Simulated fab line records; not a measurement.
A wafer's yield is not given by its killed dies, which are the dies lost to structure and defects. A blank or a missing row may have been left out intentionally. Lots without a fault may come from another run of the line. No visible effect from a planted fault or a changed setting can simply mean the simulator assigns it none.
Which tool did it? :: flow nand-harc :: 72 wafers from 24 lots sampled at 4 of the route's 1302 steps

== WHAT THE GAUGES SHOWED, per wafer ==
NHARC_P_START_INSPECT_01.
lot: L074
measured: day 1 20:02
on: defect-inspect-01
raw-defect-count: 1 4 4

lot: L075
measured: day 2 06:02
on: defect-inspect-02
raw-defect-count: 2 2 6

lot: L076
measured: day 2 16:02
on: defect-inspect-02
raw-defect-count: 2 3 5

lot: L077
measured: day 3 02:02
on: defect-inspect-02
raw-defect-count: 7 4 7

lot: L078
measured: day 3 12:02
on: defect-inspect-02
raw-defect-count: 4 4 3

lot: L079
measured: day 3 22:03
on: defect-inspect-02
raw-defect-count: 4 3 5

lot: L080
measured: day 4 08:02
on: defect-inspect-01
raw-defect-count: 8 1 5

lot: L081
measured: day 4 18:03
on: defect-inspect-02
raw-defect-count: 2 3 4

lot: L082
measured: day 5 04:03
on: defect-inspect-02
raw-defect-count: 2 10 5

lot: L083
measured: day 5 14:02
on: defect-inspect-02
raw-defect-count: 3 2 5

lot: L084
measured: day 6 00:02
on: defect-inspect-02
raw-defect-count: 3 1 4

lot: L085
measured: day 6 10:02
on: defect-inspect-01
raw-defect-count: 2 3 4

lot: L086
measured: day 6 20:02
on: defect-inspect-02
raw-defect-count: 9 3 0

lot: L087
measured: day 7 06:02
on: defect-inspect-02
raw-defect-count: 3 5 2

lot: L088
measured: day 7 16:02
on: defect-inspect-02
raw-defect-count: 5 8 5

lot: L089
measured: day 8 02:02
on: defect-inspect-01
raw-defect-count: 4 2 4

lot: L090
measured: day 8 12:03
on: defect-inspect-01
raw-defect-count: 2 3 1

lot: L091
measured: day 8 22:02
on: defect-inspect-01
raw-defect-count: 5 2 6

lot: L092
measured: day 9 08:02
on: defect-inspect-02
raw-defect-count: 3 3 2

lot: L093
measured: day 9 18:02
on: defect-inspect-01
raw-defect-count: 3 7 4

lot: L094
measured: day 10 04:03
on: defect-inspect-02
raw-defect-count: 3 5 0

lot: L095
measured: day 10 14:02
on: defect-inspect-02
raw-defect-count: 4 1 7

lot: L096
measured: day 11 00:02
on: defect-inspect-01
raw-defect-count: 4 5 1

lot: L097
measured: day 11 10:02
on: defect-inspect-01
raw-defect-count: 4 4 3

NHARC_P_ZERO_WELL_CD_MEAS_11: target cd 500 nm.
lot: L074
measured: day 1 21:21
on: cd-sem-02
cd-nm (nm): 496.8 496.9 500.9

lot: L075
measured: day 2 07:07
on: cd-sem-01
cd-nm (nm): 498.1 499.3 502.4

lot: L076
measured: day 2 17:14
on: cd-sem-01
cd-nm (nm): 496.4 496.9 501.4

lot: L077
measured: day 3 03:14
on: cd-sem-03
cd-nm (nm): 502.3 497.8 501.2

lot: L078
measured: day 3 13:15
on: cd-sem-01
cd-nm (nm): 496.5 496.1 498.4

lot: L079
measured: day 3 23:08
on: cd-sem-03
cd-nm (nm): 500.6 495.8 497.0

lot: L080
measured: day 4 09:14
on: cd-sem-03
cd-nm (nm): 493.8 494.6 496.4

lot: L081
measured: day 4 19:15
on: cd-sem-02
cd-nm (nm): 501.6 495.7 497.3

lot: L082
measured: day 5 05:15
on: cd-sem-01
cd-nm (nm): 497.6 499.7 499.7

lot: L083
measured: day 5 15:14
on: cd-sem-01
cd-nm (nm): 494.3 496.3 499.4

lot: L084
measured: day 6 01:14
on: cd-sem-02
cd-nm (nm): 498.8 499.2 505.2

lot: L085
measured: day 6 11:07
on: cd-sem-02
cd-nm (nm): 498.3 498.8 496.1

lot: L086
measured: day 6 21:15
on: cd-sem-02
cd-nm (nm): 493.8 492.9 494.3

lot: L087
measured: day 7 07:14
on: cd-sem-01
cd-nm (nm): 497.1 501.9 497.3

lot: L088
measured: day 7 17:15
on: cd-sem-02
cd-nm (nm): 498.9 497.1 494.6

lot: L089
measured: day 8 03:14
on: cd-sem-02
cd-nm (nm): 496.8 499.0 495.3

lot: L090
measured: day 8 13:08
on: cd-sem-01
cd-nm (nm): 499.5 494.6 498.7

lot: L091
measured: day 8 23:07
on: cd-sem-03
cd-nm (nm): 499.5 500.0 498.1

lot: L092
measured: day 9 09:09
on: cd-sem-01
cd-nm (nm): 495.2 498.4 497.2

lot: L093
measured: day 9 19:07
on: cd-sem-03
cd-nm (nm): 497.7 500.8 502.1

lot: L094
measured: day 10 05:16
on: cd-sem-03
cd-nm (nm): 493.6 500.1 494.7

lot: L095
measured: day 10 15:14
on: cd-sem-02
cd-nm (nm): 495.3 498.8 498.2

lot: L096
measured: day 11 01:14
on: cd-sem-02
cd-nm (nm): 495.7 495.5 499.5

lot: L097
measured: day 11 11:15
on: cd-sem-01
cd-nm (nm): 496.0 496.0 496.8

NHARC_P_STI_CD_MEAS_09: target cd 200 nm.
lot: L074
measured: day 2 21:25
on: cd-sem-02
cd-nm (nm): 204 202 206

lot: L075
measured: day 3 08:17
on: cd-sem-01
cd-nm (nm): 194 194 198

lot: L076
measured: day 3 17:07
on: cd-sem-03
cd-nm (nm): 204 202 205

lot: L077
measured: day 4 00:48
on: cd-sem-02
cd-nm (nm): 200 195 197

lot: L078
measured: day 4 16:08
on: cd-sem-02
cd-nm (nm): 203 202 200

lot: L079
measured: day 4 21:40
on: cd-sem-03
cd-nm (nm): 194 198 198

lot: L080
measured: day 5 06:23
on: cd-sem-01
cd-nm (nm): 203 201 208

lot: L081
measured: day 5 18:03
on: cd-sem-01
cd-nm (nm): 196 198 196

lot: L082
measured: day 6 03:28
on: cd-sem-02
cd-nm (nm): 198 197 192

lot: L083
measured: day 6 14:10
on: cd-sem-01
cd-nm (nm): 196 199 198

lot: L084
measured: day 6 22:07
on: cd-sem-02
cd-nm (nm): 197 195 198

lot: L085
measured: day 7 07:44
on: cd-sem-03
cd-nm (nm): 199 194 194

lot: L086
measured: day 7 18:12
on: cd-sem-01
cd-nm (nm): 207 206 204

lot: L087
measured: day 8 05:59
on: cd-sem-02
cd-nm (nm): 198 200 192

lot: L088
measured: day 8 14:16
on: cd-sem-03
cd-nm (nm): 207 203 206

lot: L089
measured: day 9 02:03
on: cd-sem-02
cd-nm (nm): 204 201 207

lot: L090
measured: day 9 15:21
on: cd-sem-03
cd-nm (nm): 198 197 195

lot: L091
measured: day 9 20:34
on: cd-sem-03
cd-nm (nm): 194 197 200

lot: L092
measured: day 10 06:28
on: cd-sem-02
cd-nm (nm): 205 204 204

lot: L093
measured: day 10 19:01
on: cd-sem-01
cd-nm (nm): 198 198 196

lot: L094
measured: day 11 03:23
on: cd-sem-01
cd-nm (nm): 196 193 195

lot: L095
measured: day 11 16:24
on: cd-sem-02
cd-nm (nm): 199 199 200

lot: L096
measured: day 12 00:28
on: cd-sem-02
cd-nm (nm): 194 198 196

lot: L097
measured: day 12 13:22
on: cd-sem-03
cd-nm (nm): 201 201 203

== WHAT TOOL EACH LOT RAN ON (gives the tool, then ch and the chambers of the sampled wafers, and finally the start) ==
lot: L074
NHARC_P_ZERO_WELL_DESCUM_54: rie-diel-13 ch 2,3, day 2 02:16

lot: L075
NHARC_P_ZERO_WELL_DESCUM_54: rie-diel-09 ch 1,2,3, day 2 13:29

lot: L076
NHARC_P_ZERO_WELL_DESCUM_54: rie-diel-04 ch 0,2,3, day 2 22:04

lot: L077
NHARC_P_ZERO_WELL_DESCUM_54: rie-diel-04 ch 0,2,3, day 3 07:59

lot: L078
NHARC_P_ZERO_WELL_DESCUM_54: rie-diel-13 ch 0,1,3, day 3 19:10

lot: L079
NHARC_P_ZERO_WELL_DESCUM_54: rie-diel-13 ch 1,2, day 4 03:39

lot: L080
NHARC_P_ZERO_WELL_DESCUM_54: rie-diel-09 ch 0,1,3, day 4 14:01

lot: L081
NHARC_P_ZERO_WELL_DESCUM_54: rie-diel-04 ch 0,3, day 4 23:55

lot: L082
NHARC_P_ZERO_WELL_DESCUM_54: rie-diel-13 ch 0,1, day 5 10:56

lot: L083
NHARC_P_ZERO_WELL_DESCUM_54: rie-diel-13 ch 1,2,3, day 5 19:53

lot: L084
NHARC_P_ZERO_WELL_DESCUM_54: rie-diel-09 ch 2,3, day 6 05:49

lot: L085
NHARC_P_ZERO_WELL_DESCUM_54: rie-diel-13 ch 0,1,2, day 6 15:40

lot: L086
NHARC_P_ZERO_WELL_DESCUM_54: rie-diel-04 ch 1,2,3, day 7 01:43

lot: L087
NHARC_P_ZERO_WELL_DESCUM_54: rie-diel-13 ch 1,2, day 7 13:34

lot: L088
NHARC_P_ZERO_WELL_DESCUM_54: rie-diel-04 ch 0,2,3, day 7 21:58

lot: L089
NHARC_P_ZERO_WELL_DESCUM_54: rie-diel-13 ch 1,2,3, day 8 09:01

lot: L090
NHARC_P_ZERO_WELL_DESCUM_54: rie-diel-13 ch 0,2,3, day 8 20:30

lot: L091
NHARC_P_ZERO_WELL_DESCUM_54: rie-diel-09 ch 1,2,3, day 9 03:50

lot: L092
NHARC_P_ZERO_WELL_DESCUM_54: rie-diel-13 ch 0,1,3, day 9 14:05

lot: L093
NHARC_P_ZERO_WELL_DESCUM_54: rie-diel-04 ch 0,1,2, day 10 00:57

lot: L094
NHARC_P_ZERO_WELL_DESCUM_54: rie-diel-13 ch 0,2, day 10 10:01

lot: L095
NHARC_P_ZERO_WELL_DESCUM_54: rie-diel-09 ch 1,2, day 10 20:04

lot: L096
NHARC_P_ZERO_WELL_DESCUM_54: rie-diel-09 ch 0,1,3, day 11 06:03

lot: L097
NHARC_P_ZERO_WELL_DESCUM_54: rie-diel-09 ch 0,1,2, day 11 16:11
- NHARC_P_ZERO_WELL_DESCUM_54: chemistry O2, time 3 s.

== AS READ BY THE TOOLS THEMSELVES (means over the sampled wafers that have a number; for cases with no such wafer, the mark the record gives instead) ==
NHARC_P_ZERO_WELL_DESCUM_54.
lot: L074
tool: rie-diel-13
drypump-motor-current-A (A): 5.2
oes-product-au (a.u.): 0.989
rf-vpp-V (V): 57.6
showerhead-plenum-p-Torr (Torr): 2.05
throttle-valve-pct (%): 11.312

lot: L075
tool: rie-diel-09
drypump-motor-current-A (A): 5.8
oes-product-au (a.u.): 0.990
rf-vpp-V (V): 57.9
showerhead-plenum-p-Torr (Torr): 1.93
throttle-valve-pct (%): 11.319

lot: L076
tool: rie-diel-04
drypump-motor-current-A (A): 5.8
oes-product-au (a.u.): 1.009
rf-vpp-V (V): 56.2
showerhead-plenum-p-Torr (Torr): 1.91
throttle-valve-pct (%): 11.312

lot: L077
tool: rie-diel-04
drypump-motor-current-A (A): 5.8
oes-product-au (a.u.): 1.018
rf-vpp-V (V): 57.3
showerhead-plenum-p-Torr (Torr): 1.91
throttle-valve-pct (%): 11.313

lot: L078
tool: rie-diel-13
drypump-motor-current-A (A): 5.5
oes-product-au (a.u.): 0.992
rf-vpp-V (V): 57.5
showerhead-plenum-p-Torr (Torr): 1.95
throttle-valve-pct (%): 11.312

lot: L079
tool: rie-diel-13
drypump-motor-current-A (A): 5.4
oes-product-au (a.u.): 1.010
rf-vpp-V (V): 57.9
showerhead-plenum-p-Torr (Torr): 1.96
throttle-valve-pct (%): 11.314

lot: L080
tool: rie-diel-09
drypump-motor-current-A (A): 5.8
oes-product-au (a.u.): 0.995
rf-vpp-V (V): 57.8
showerhead-plenum-p-Torr (Torr): 1.85
throttle-valve-pct (%): 11.318

lot: L081
tool: rie-diel-04
drypump-motor-current-A (A): 5.9
oes-product-au (a.u.): 1.023
rf-vpp-V (V): 58.8
showerhead-plenum-p-Torr (Torr): 2.00
throttle-valve-pct (%): 11.314

lot: L082
tool: rie-diel-13
drypump-motor-current-A (A): 5.7
oes-product-au (a.u.): 1.016
rf-vpp-V (V): 57.0
showerhead-plenum-p-Torr (Torr): 1.90
throttle-valve-pct (%): 11.326

lot: L083
tool: rie-diel-13
drypump-motor-current-A (A): 5.4
oes-product-au (a.u.): 1.005
rf-vpp-V (V): 59.0
showerhead-plenum-p-Torr (Torr): 1.97
throttle-valve-pct (%): 11.319

lot: L084
tool: rie-diel-09
drypump-motor-current-A (A): 5.9
oes-product-au (a.u.): 0.992
rf-vpp-V (V): 58.3
showerhead-plenum-p-Torr (Torr): 1.97
throttle-valve-pct (%): 11.314

lot: L085
tool: rie-diel-13
drypump-motor-current-A (A): 5.6
oes-product-au (a.u.): 1.010
rf-vpp-V (V): 57.7
showerhead-plenum-p-Torr (Torr): 1.93
throttle-valve-pct (%): 11.303

lot: L086
tool: rie-diel-04
drypump-motor-current-A (A): 5.7
oes-product-au (a.u.): 1.012
rf-vpp-V (V): 58.7
showerhead-plenum-p-Torr (Torr): 1.85
throttle-valve-pct (%): 11.312

lot: L087
tool: rie-diel-13
drypump-motor-current-A (A): 5.4
oes-product-au (a.u.): 0.999
rf-vpp-V (V): 58.5
showerhead-plenum-p-Torr (Torr): 1.95
throttle-valve-pct (%): 11.307

lot: L088
tool: rie-diel-04
drypump-motor-current-A (A): 5.8
oes-product-au (a.u.): 1.012
rf-vpp-V (V): 57.8
showerhead-plenum-p-Torr (Torr): 1.90
throttle-valve-pct (%): 11.313

lot: L089
tool: rie-diel-13
drypump-motor-current-A (A): 5.4
oes-product-au (a.u.): 1.007
rf-vpp-V (V): 58.1
showerhead-plenum-p-Torr (Torr): 1.96
throttle-valve-pct (%): 11.313

lot: L090
tool: rie-diel-13
drypump-motor-current-A (A): 5.3
oes-product-au (a.u.): 1.007
rf-vpp-V (V): 57.2
showerhead-plenum-p-Torr (Torr): 1.99
throttle-valve-pct (%): 11.304

lot: L091
tool: rie-diel-09
drypump-motor-current-A (A): 5.8
oes-product-au (a.u.): 1.006
rf-vpp-V (V): 57.6
showerhead-plenum-p-Torr (Torr): 1.91
throttle-valve-pct (%): 11.318

lot: L092
tool: rie-diel-13
drypump-motor-current-A (A): 5.6
oes-product-au (a.u.): 1.006
rf-vpp-V (V): 57.7
showerhead-plenum-p-Torr (Torr): 1.93
throttle-valve-pct (%): 11.312

lot: L093
tool: rie-diel-04
drypump-motor-current-A (A): 5.5
oes-product-au (a.u.): 0.994
rf-vpp-V (V): 58.1
showerhead-plenum-p-Torr (Torr): 1.92
throttle-valve-pct (%): 11.309

lot: L094
tool: rie-diel-13
drypump-motor-current-A (A): 5.5
oes-product-au (a.u.): 1.008
rf-vpp-V (V): 58.2
showerhead-plenum-p-Torr (Torr): 1.95
throttle-valve-pct (%): 11.312

lot: L095
tool: rie-diel-09
drypump-motor-current-A (A): 6.0
oes-product-au (a.u.): 0.995
rf-vpp-V (V): 57.4
showerhead-plenum-p-Torr (Torr): 1.91
throttle-valve-pct (%): 11.313

lot: L096
tool: rie-diel-09
drypump-motor-current-A (A): 5.8
oes-product-au (a.u.): 1.010
rf-vpp-V (V): 57.7
showerhead-plenum-p-Torr (Torr): 1.94
throttle-valve-pct (%): 11.303

lot: L097
tool: rie-diel-09
drypump-motor-current-A (A): 6.0
oes-product-au (a.u.): 1.000
rf-vpp-V (V): 58.0
showerhead-plenum-p-Torr (Torr): 1.97
throttle-valve-pct (%): 11.317

== THE ANSWER, worked out from the rows above alone ==
Rule: what is usual is taken from the lots themselves. The widest of any qualifying gaps counts: lots, ordered by their means at a reading, are off when they make up no more than a third of the lots, leave a main group of 4 or more, and stand apart from it by 3 or more times the standard deviation of that group's means. A main group is skipped when, at the precision printed for the reading in the tables above, its means are all equal. A lot without any number at a reading at which 4 lots or more have one is off too. All remaining lots with rows at the step are treated as sound. First the gauges in route order, then the tools' own readings, where a lot's mean is used as printed above. The first step at which some lot is off is used, and at that step the reading that is off furthest; a lot without a number counts as furthest.
No lot is off on any of the readings shown, so nothing can be concluded from this.

== WHAT WAS PUT IN BY THE SIMULATOR ==
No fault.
